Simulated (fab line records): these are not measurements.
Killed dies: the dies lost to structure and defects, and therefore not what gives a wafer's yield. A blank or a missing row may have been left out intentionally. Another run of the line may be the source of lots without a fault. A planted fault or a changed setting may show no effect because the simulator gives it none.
fab line records -- flow nand-harc
record: lots: 15, wafers: 45, last-day: 34
route steps=1302 shown A_CHANNEL_FILL_D2@619 A_STAIRCASE@646
lots untouched by any fault: they come from a run of this same line in which no faults occurred
start-h: the number of hours between the record's first day and the start of the first shown wafer of the lot -- wait-h: hours since the lot's step before -- " repeats the value in the row above -- L1.1+2: several wafers, shown together as one row -- - either no value or no given start -- * or withheld: withheld -- < > ~ a bound
route shown NAME@n: NAME is a module with steps in the file, n the number in the route of the first one -- usual: average and standard deviation across the fault-free wafers -- same: alike in all rows -- chamber/n: place in a boat -- sites: each site's reading -- _std_site: how widely they spread, as a standard deviation -- _edge_site: mean of outer sites minus mean of inner sites -- radius-mm: how far each site lies from the wafer's centre -- mask NAME#n: copy n -- behind: the most recent tool/chamber to have shaped the wafer -- hold: why the lot went on hold/how many hours it stayed there/how the hold came to an end -- device: whichever transistor did not switch (one of n, p or np) -- end of line: the route-end tests of the same wafers -- a step given without rows: its recipe and nothing more -- killed: not the wafer's yield, but the dies lost to structure and defects at the first sort -- map: dies across one wafer; x = killed, . = not, _ = none there
set.NAME: the setting that was run; set.NAME@STEP: the one run at that earlier step -- model.NAME: the simulator's own value behind a step, which no gauge read
a sample of lots followed through the steps of the route, with each step as a table and each wafer as a row
services: when a tool's chamber went out of use (start-h, in hours from the record's first day, below 0 if earlier), for how many hours, and the reason
== steps ==
step: NHARC_A_CHANNEL_FILL_D2_ETCHBACK_19
recipe: target-depth-a: 50, time-s: 1.7, hbr-flow-sccm: 150, cl2-flow-sccm: 50, rf-w: 400, icp-w: 400, bias-w: 100, chemistry: HBr/Cl2
usual: drypump-motor-current-A: 5.9/0.41, oes-product-au: 1.000/0.01, throttle-valve-pct: 26.406/0.0097
lot.wafer,tool,chamber,start-h,wait-h,drypump-motor-current-A,oes-product-au,rf-hours-counter-h,throttle-valve-pct
L224.2,rie-si-06,1,354.17,0.4,6.1,1.009,0.61,26.399
L224.4,rie-si-06,2,354.17,0.4,6.2,1.000,0.60,26.400
L224.1,rie-si-06,0,354.17,0.4,5.2,1.002,0.51,26.414
L225.4,rie-si-01,3,354.19,0.4,6.2,0.988,0.90,26.408
L225.2,rie-si-01,0,354.19,0.4,5.4,0.995,0.75,26.408
L225.6,rie-si-01,3,354.19,0.4,6.2,0.998,-,26.403
L228.3,rie-si-06,0,391.60,0.4,5.2,1.002,0.73,26.401
L228.4,rie-si-06,1,391.60,0.4,6.2,1.011,0.87,26.394
L228.6,rie-si-06,0,391.60,0.4,5.2,0.997,-,26.393
L227.2,rie-si-04,0,391.61,0.4,5.7,0.989,0.16,26.408
L227.4,rie-si-04,2,391.61,0.4,5.0,1.002,0.34,26.409
L227.6,rie-si-04,0,391.61,0.4,5.7,0.993,-,26.386
L232.4,rie-si-04,1,431.12,0.4,6.2,0.992,0.66,26.410
L232.5,rie-si-04,3,431.12,0.4,5.9,1.006,-,26.410
L232.6,rie-si-04,0,431.12,0.4,5.7,0.989,-,26.394
L234.3,rie-si-01,1,445.76,0.4,6.1,1.015,0.40,26.409
L234.2,rie-si-01,2,445.76,0.4,6.0,1.002,0.43,26.397
L234.6,rie-si-01,2,445.76,0.4,6.0,1.001,-,26.400
L235.3,rie-si-04,0,445.77,0.4,5.7,0.993,0.65,26.400
L235.5,rie-si-04,3,445.77,0.4,5.8,1.006,-,26.404
L235.6,rie-si-04,0,445.77,0.4,5.7,0.984,-,26.402
L236.3,rie-si-04,0,469.35,0.4,5.7,0.995,0.75,26.403
L236.4,rie-si-04,1,469.35,0.4,6.2,0.998,0.91,26.394
L236.6,rie-si-04,2,469.35,0.4,5.0,0.994,-,26.387
L239.3,rie-si-01,2,506.11,0.4,6.0,0.997,0.77,26.414
L239.2,rie-si-01,1,506.11,0.4,6.2,1.010,0.80,26.402
L239.6,rie-si-01,3,506.11,0.4,6.2,1.005,-,26.417
L240.2,rie-si-06,3,506.13,0.4,6.4,0.995,0.37,26.415
L240.1,rie-si-06,0,506.13,0.4,5.2,1.013,0.41,26.402
L240.6,rie-si-06,1,506.13,0.4,6.1,1.016,-,26.406
L241.3,rie-si-04,0,516.69,0.4,5.7,1.000,1.09,26.421
L241.2,rie-si-04,1,516.69,0.4,6.2,1.003,1.23,26.397
L241.4,rie-si-04,2,516.69,0.4,5.0,0.979,1.02,26.400
L242.1,rie-si-06,0,552.62,0.4,5.2,1.006,0.76,26.420
L242.2,rie-si-06,2,552.62,0.4,6.2,0.989,0.71,26.392
L242.5,rie-si-06,0,552.62,0.4,5.2,1.016,-,26.410
L243.1,rie-si-04,0,552.64,0.4,5.7,0.982,0.08,26.390
L243.2,rie-si-04,1,552.64,0.4,6.2,0.989,0.09,26.394
L243.5,rie-si-04,3,552.64,0.4,5.9,1.014,-,26.410
L244.1,rie-si-06,3,552.69,0.4,6.3,0.996,0.64,26.408
L244.4,rie-si-06,1,552.69,0.4,6.1,1.017,0.74,26.399
L244.3,rie-si-06,2,552.69,0.4,6.1,0.999,0.73,26.410
L245.2,rie-si-06,2,568.63,0.4,6.1,0.993,0.74,26.402
L245.5,rie-si-06,2,568.63,0.4,6.2,0.990,-,26.417
L245.6,rie-si-06,3,568.63,0.4,6.3,0.987,-,26.393
step: NHARC_A_CHANNEL_FILL_D2_ETCHBACK_08
recipe: target-depth-a: 2200, time-s: 110, c4f8-flow-sccm: 20, ar-flow-sccm: withheld, rf-w: 600, bias-w: 300, chemistry: C4F8
usual: oes-product-au: 0.97/0.036, rf-vpp-V: 441.1/2.8
lot.wafer,tool,chamber,start-h,wait-h,oes-product-au,rf-hours-counter-h,rf-vpp-V
L225.2,rie-diel-02,0,-,-,0.93,35,442.9
L225.4,rie-diel-02,1,-,-,0.94,34,441.4
L225.6,rie-diel-02,1,-,-,0.94,-,442.7
L224.2,rie-diel-09,2,-,-,1.01,1,437.1
L224.4,rie-diel-09,3,-,-,0.99,1,442.0
L224.1,rie-diel-09,0,-,-,1.01,1,440.2
L228.4,rie-diel-09,2,-,-,0.99,2,437.2
L228.3,rie-diel-09,3,-,-,0.98,2,439.9
L228.6,rie-diel-09,1,-,-,0.99,-,442.6
L227.2,rie-diel-02,1,-,-,1.02,1,443.2
L227.4,rie-diel-02,2,-,-,1.00,-,436.4
L227.6,rie-diel-02,1,-,-,1.02,-,444.3
L232.4,rie-diel-09,1,-,-,0.93,4,442.6
L232.6,rie-diel-09,3,-,-,0.92,-,441.8
L232.5,rie-diel-09,0,-,-,0.94,-,440.0
L234.3,rie-diel-09,1,-,-,0.93,4,442.2
L234.2,rie-diel-09,2,-,-,0.92,4,438.0
L234.6,rie-diel-09,3,-,-,0.92,-,442.0
L235.3,rie-diel-05,1,-,-,0.95,1,442.4
L235.5,rie-diel-05,0,-,-,0.92,-,438.3
L235.6,rie-diel-05,1,-,-,0.94,-,441.8
L236.3,rie-diel-09,0,-,-,1.00,4,440.1
L236.4,rie-diel-09,1,-,-,0.99,4,441.3
L236.6,rie-diel-09,3,-,-,0.98,-,439.8
L239.3,rie-diel-09,3,-,-,1.01,1,440.9
L239.2,rie-diel-09,0,-,-,1.01,1,440.4
L239.6,rie-diel-09,3,-,-,1.00,-,441.4
L240.1,rie-diel-02,1,-,-,1.02,21,443.0
L240.2,rie-diel-02,2,-,-,0.99,21,437.9
L240.6,rie-diel-02,2,-,-,1.00,-,435.7
L241.2,rie-diel-09,1,-,-,0.99,1,442.5
L241.4,rie-diel-09,3,-,-,0.99,1,442.5
L241.3,rie-diel-09,0,-,-,1.00,1,440.5
L242.2,rie-diel-09,0,-,-,0.92,2,440.5
L242.1,rie-diel-09,1,-,-,0.93,2,441.4
L242.5,rie-diel-09,0,-,-,0.93,-,440.0
L243.1,rie-diel-02,1,-,-,0.95,28,442.5
L243.2,rie-diel-02,2,-,-,0.92,27,438.1
L243.5,rie-diel-02,3,-,-,0.99,-,443.1
L244.1,rie-diel-05,1,-,-,0.95,4,440.8
L244.4,rie-diel-05,2,-,-,0.93,4,445.6
L244.3,rie-diel-05,0,-,-,0.92,4,437.8
L245.2,rie-diel-09,3,-,-,0.99,3,440.9
L245.5,rie-diel-09,3,-,-,1.00,-,443.0
L245.6,rie-diel-09,0,-,-,1.00,-,441.9
step: NHARC_A_CHANNEL_FILL_D2_CMP_10
recipe: target-thk-nm: 150
usual: motor-current-A: 11.5/0.88, time-to-endpoint-s: 16.1/2.3
lot.wafer,tool,chamber,start-h,wait-h,motor-current-A,time-to-endpoint-s
L224.1,cmp-04,0,379.62,0.4,10.0,11.6
L224.2,cmp-04,1,379.62,0.4,12.9,16.6
L224.4,cmp-04,2,379.62,0.4,9.5,14.4
L225.4,cmp-01,1,379.65,0.4,12.1,13.9
L225.2,cmp-01,2,379.65,0.4,12.8,20.2
L225.6,cmp-01,1,379.65,0.4,12.4,16.3
L227.4,cmp-03,2,415.93,0.4,12.7,16.3
L227.2,cmp-03,3,415.93,0.4,11.9,16.4
L227.6,cmp-03,1,415.93,0.4,11.0,13.4
L228.3,cmp-04,0,415.93,0.4,10.6,14.9
L228.4,cmp-04,2,415.93,0.4,10.5,14.6
L228.6,cmp-04,0,415.93,0.4,10.6,14.1
L232.4,cmp-01,2,454.61,0.4,13.3,19.3
L232.6,cmp-01,3,454.61,0.4,10.9,18.7
L232.5,cmp-01,0,454.61,0.4,11.5,14.4
L234.3,cmp-03,0,469.06,0.4,10.9,15.8
L234.2,cmp-03,2,469.06,0.4,11.9,18.3
L234.6,cmp-03,0,469.06,0.4,11.3,15.2
L235.3,cmp-04,0,469.11,0.4,10.4,16.3
L235.5,cmp-04,2,469.11,0.4,10.4,15.2
L235.6,cmp-04,3,469.11,0.4,11.1,20.0
L236.3,cmp-04,3,492.61,0.4,11.7,16.0
L236.4,cmp-04,1,492.61,0.4,12.6,17.4
L236.6,cmp-04,3,492.61,0.4,11.1,20.3
L240.1,cmp-04,1,532.22,0.4,12.7,14.4
L240.2,cmp-04,2,532.22,0.4,9.8,18.3
L240.6,cmp-04,1,532.22,0.4,13.1,17.4
L239.3,cmp-03,0,532.22,0.4,11.8,16.3
L239.2,cmp-03,2,532.22,0.4,11.8,16.6
L239.6,cmp-03,0,532.22,0.4,11.3,17.9
L241.4,cmp-03,0,546.96,0.4,11.7,16.8
L241.3,cmp-03,2,546.96,0.4,13.0,19.2
L241.2,cmp-03,3,546.96,0.4,11.8,20.8
L242.2,cmp-01,0,575.84,0.4,11.1,13.2
L242.1,cmp-01,1,575.84,0.4,12.1,13.3
L242.5,cmp-01,1,575.84,0.4,12.1,14.5
L243.1,cmp-03,0,575.86,0.4,11.5,16.8
L243.2,cmp-03,1,575.86,0.4,10.7,14.6
L243.5,cmp-03,0,575.86,0.4,11.4,17.2
L244.3,cmp-03,1,582.45,0.4,10.9,18.5
L244.1,cmp-03,2,582.45,0.4,12.2,16.9
L244.4,cmp-03,3,582.45,0.4,12.3,16.9
L245.2,cmp-03,1,593.14,0.4,10.8,17.1
L245.5,cmp-03,3,593.14,0.4,12.8,18.1
L245.6,cmp-03,0,593.14,0.4,11.7,14.5
step: NHARC_A_STAIRCASE_PEB_164
recipe: peb-temp-c: 115, peb-time-s: 130
usual: chill-plate-temp-C: 22.99/0.094, exhaust-pa: 45.0/0.81, peb-time-s: 130/0
lot.wafer,tool,chamber,start-h,wait-h,chill-plate-temp-C,exhaust-pa,peb-time-s
L224.1,litho-track-03,0,381.02,0.1,22.95,43.6,130
L224.2,litho-track-03,0,381.02,0.1,22.94,44.2,130
L224.4,litho-track-03,0,381.02,0.1,22.80,44.3,130
L225.2,litho-track-05,0,381.32,0.1,23.05,45.8,130
L225.4,litho-track-05,0,381.32,0.1,23.01,44.3,130
L225.6,litho-track-05,0,381.32,0.1,22.84,44.2,130
L227.2,litho-track-03,0,417.26,0.1,23.11,46.1,130
L227.4,litho-track-03,0,417.26,0.1,23.04,45.8,130
L227.6,litho-track-03,0,417.26,0.1,23.02,44.9,130
L228.3,litho-track-07,0,417.42,0.1,22.84,44.2,130
L228.4,litho-track-07,0,417.42,0.1,22.96,45.4,130
L228.6,litho-track-07,0,417.42,0.1,22.94,45.1,130
L232.4,litho-track-05,0,455.89,0.0,23.05,45.2,130
L232.5,litho-track-05,0,455.89,0.0,22.90,44.4,130
L232.6,litho-track-05,0,455.89,0.0,23.17,45.6,130
L235.3,litho-track-07,-,470.41,0.1,-,-,-
L235.5,litho-track-07,-,470.41,0.1,-,-,-
L235.6,litho-track-07,-,470.41,0.1,-,-,-
L234.2,litho-track-05,-,470.57,0.1,-,-,-
L234.3,litho-track-05,-,470.57,0.1,-,-,-
L234.6,litho-track-05,-,470.57,0.1,-,-,-
L236.3,litho-track-07,-,493.83,0.1,-,-,-
L236.4,litho-track-07,-,493.83,0.1,-,-,-
L236.6,litho-track-07,-,493.83,0.1,-,-,-
L239.2,litho-track-03,0,533.74,0.1,22.94,45.1,130
L239.3,litho-track-03,0,533.74,0.1,22.89,44.2,130
L239.6,litho-track-03,0,533.74,0.1,22.87,45.4,130
L240.1,litho-track-05,0,533.90,0.1,23.06,44.9,130
L240.2,litho-track-05,0,533.90,0.1,22.93,45.1,130
L240.6,litho-track-05,0,533.90,0.1,23.15,45.7,130
L241.2,litho-track-03,0,548.19,0.1,23.08,45.0,130
L241.3,litho-track-03,0,548.19,0.1,23.04,46.9,130
L241.4,litho-track-03,0,548.19,0.1,23.00,46.6,130
L242.1,litho-track-07,0,577.18,0.1,22.72,45.6,130
L242.2,litho-track-07,0,577.18,0.1,22.96,45.3,130
L242.5,litho-track-07,0,577.18,0.1,22.98,45.3,130
L243.1,litho-track-03,0,577.34,0.1,22.98,45.6,130
L243.2,litho-track-03,0,577.34,0.1,22.97,44.7,130
L243.5,litho-track-03,0,577.34,0.1,22.93,45.2,130
L244.1,litho-track-05,0,583.82,0.1,23.04,45.4,130
L244.3,litho-track-05,0,583.82,0.1,23.14,45.3,130
L244.4,litho-track-05,0,583.82,0.1,22.92,45.3,130
L245.2,litho-track-03,0,595.44,0.1,22.98,45.6,130
L245.5,litho-track-03,0,595.44,0.1,23.10,44.7,130
L245.6,litho-track-03,0,595.44,0.1,23.15,43.9,130
== services ==
tool,chamber,start-h,hours,kind
cmp-04,-,334.05,4.2,repair
cmp-03,-,334.96,1.2,repair
rie-si-04,-,342.00,9.0,pm
rie-si-06,2,345.79,4.1,repair
cmp-04,-,347.09,0.7,repair
rie-si-04,0,358.20,8.5,repair
cmp-03,-,359.29,4.0,pm
cmp-04,-,361.14,3.4,repair
rie-diel-09,3,396.33,8.1,repair
cmp-03,-,425.97,4.6,repair
rie-si-06,-,426.00,9.0,pm
cmp-03,-,437.89,5.4,repair
litho-track-03,-,450.01,7.0,pm
cmp-03,-,457.32,4.0,pm
rie-si-06,1,481.39,16.6,repair
cmp-03,-,481.44,2.2,repair
rie-si-06,-,495.72,0.5,repair
rie-diel-09,-,497.10,9.0,pm
rie-si-06,3,510.27,3.4,repair
rie-si-04,-,519.00,9.0,pm
cmp-03,-,555.43,4.0,pm
rie-si-06,2,558.00,6.9,repair
rie-si-06,0,587.60,51.2,repair
cmp-03,-,590.03,2.0,repair
== key ==
first-sign: step: NHARC_A_STAIRCASE_PEB_164, reading: tool-record, direction: missing
effect none on later readings
met-at NHARC_A_STAIRCASE_PEB_164
struck-lots L234,L235,L236
later-rows-left-out L234.2,L234.3,L234.6,L235.3,L235.5,L235.6,L236.3,L236.4,L236.6
sort-left-out L234.2,L234.3,L234.6,L235.3,L235.5,L235.6,L236.3,L236.4,L236.6
tester-left-out L234,L235,L236
not-acting-at NHARC_A_CHANNEL_FILL_D2_ETCHBACK_19,NHARC_A_CHANNEL_FILL_D2_ETCHBACK_08,NHARC_A_CHANNEL_FILL_D2_CMP_10
onset-between 455.89 470.41
fault: kind: skipped-step-whole, tool: litho-track-05,litho-track-07, chamber: -, onset-h: 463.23, steps: NHARC_A_STAIRCASE_PEB_164, scope: struck-lots-only
tester-left-out: of these lots the tester's yield and bins aren't shown, on N5 and GAA mostly nor the transistor test; their killed dies are dies lost to structure and defects alone, not to doping, threshold or leakage, so they don't give the yield
sort-left-out: the simulated sort isn't trusted on such a fault, so these wafers' sort isn't shown, and their yield isn't known
later-rows-left-out: the simulator's readings of these wafers behind a module that went badly wrong aren't trusted and aren't shown, but for the sort
